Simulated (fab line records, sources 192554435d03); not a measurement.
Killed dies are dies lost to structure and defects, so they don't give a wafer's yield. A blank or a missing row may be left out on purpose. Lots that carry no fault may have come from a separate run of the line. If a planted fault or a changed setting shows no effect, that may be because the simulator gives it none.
Matching of chambers	flow n5 finfet	N5_ILD0_CMP_03 on cmp-03: 4 sister chambers
The step polishes, stops on SiNx, t overpolish 1.9 s, target thk 197.38 nm. 8 wafers are shown with their chamber, then 9 later ones without.

WAFERS, EACH WITH ITS CHAMBER
wafer	chamber	motor current A (A)	time to endpoint s (s)
L077.5	0	12.9	69
L081.3	1	11.2	73
L089.1	2	12.5	73
L089.5	2	11.7	72
L089.6	3	15.1	70
L090.1	3	14.0	69
L090.3	0	13.9	71
L090.4	1	10.9	74

WAFERS MISSING THEIR CHAMBER
wafer	motor current A (A)	time to endpoint s (s)
L091.2	11.9	71
L091.5	14.8	70
L091.6	13.6	70
L096.1	13.0	64
L096.4	15.3	62
L096.5	13.3	65
L097.1	13.6	63
L097.3	14.3	61
L097.5	14.0	65

CHAMBER TAKEN BY EACH
wafer	from the rows above	in truth
L091.2	can't be placed: 2 or 0 or 1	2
L091.5	can't be placed: 3 or 0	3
L091.6	can't be placed: 0 or 3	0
L096.1	can't be placed: 3 or 0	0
L096.4	can't be placed: 3 or 0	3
L096.5	can't be placed: 3 or 0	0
L097.1	can't be placed: 3 or 0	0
L097.3	can't be placed: 3 or 0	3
L097.5	can't be placed: 3 or 0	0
Placed correctly: 0 of 9. From these rows, 9 cannot be placed; in 9 the true chamber is one of the candidates. 0 placed wrongly.
How it was worked out, from the rows above alone: a wafer's distance from a chamber is the root of the sum, over the readings, of the square of ((its reading less the chamber's mean) divided by the reading's scatter). The wafer belongs to the nearest chamber; if the next one is less than 2 further off, it can't be placed. The mean given for a chamber averages the wafers shown for that chamber. The scatter is the square root of a quotient: the sum, over the shown wafers, of each reading's squared deviation from its chamber's mean, divided by wafers minus chambers.
